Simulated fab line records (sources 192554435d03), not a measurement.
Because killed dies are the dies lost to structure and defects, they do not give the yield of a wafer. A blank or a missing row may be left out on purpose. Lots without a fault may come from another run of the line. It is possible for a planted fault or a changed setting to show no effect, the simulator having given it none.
Chamber matching -- flow n5Finfet -- N5_BEOL_M11_STRIP_36 on rieDiel-03: 4 sister chambers
The step strips in N2/H2. 8 wafers are shown with their chamber, then 11 later ones without.

WAFERS WITH THEIR CHAMBER
wafer,chamber,drypumpMotorCurrentA (A),showerheadPlenumPTorr (Torr)
L078.5,1,5.2,2.52
L085.3,1,5.2,2.51
L087.4,0,5.3,2.50
L087.6,2,6.4,2.64
L086.1,2,6.5,2.63
L086.3,3,5.8,2.65
L086.4,0,5.3,2.50
L091.2,3,5.8,2.65

WAFERS WHOSE CHAMBER IS MISSING
wafer,drypumpMotorCurrentA (A),showerheadPlenumPTorr (Torr)
L091.3,6.5,2.63
L091.5,6.5,2.63
L088.3,6.5,2.63
L088.5,5.3,2.50
L088.6,5.2,2.51
L092.4,6.4,2.63
L092.5,5.8,2.65
L092.6,5.3,2.49
L095.1,6.5,2.63
L095.3,5.8,2.64
L095.4,5.2,2.50

WHICH CHAMBER EACH WENT THROUGH
wafer,from the rows above,in truth
L091.3,2,2
L091.5,2,2
L088.3,2,2
L088.5,0,0
L088.6,1,1
L092.4,2,2
L092.5,3,3
L092.6,0,0
L095.1,2,2
L095.3,3,3
L095.4,can't be placed: 0 or 1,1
Correct placement for 10 of the 11. Not placeable from these rows: 1 (in 1, the candidates include the true chamber). Number placed wrongly: 0.
How it was worked out, from the rows above alone: a wafer's distance from a chamber is the root of the sum, over the readings, of the square of ((its reading less the chamber's mean) divided by the reading's scatter). If the next closest chamber is less than 2 further off than the closest, the wafer can't be placed; otherwise it belongs to the closest. A chamber's mean is the mean of its shown wafers. The scatter: take each reading less its chamber's mean, square it, sum over the shown wafers, divide by the number of wafers less the number of chambers, and take the root.
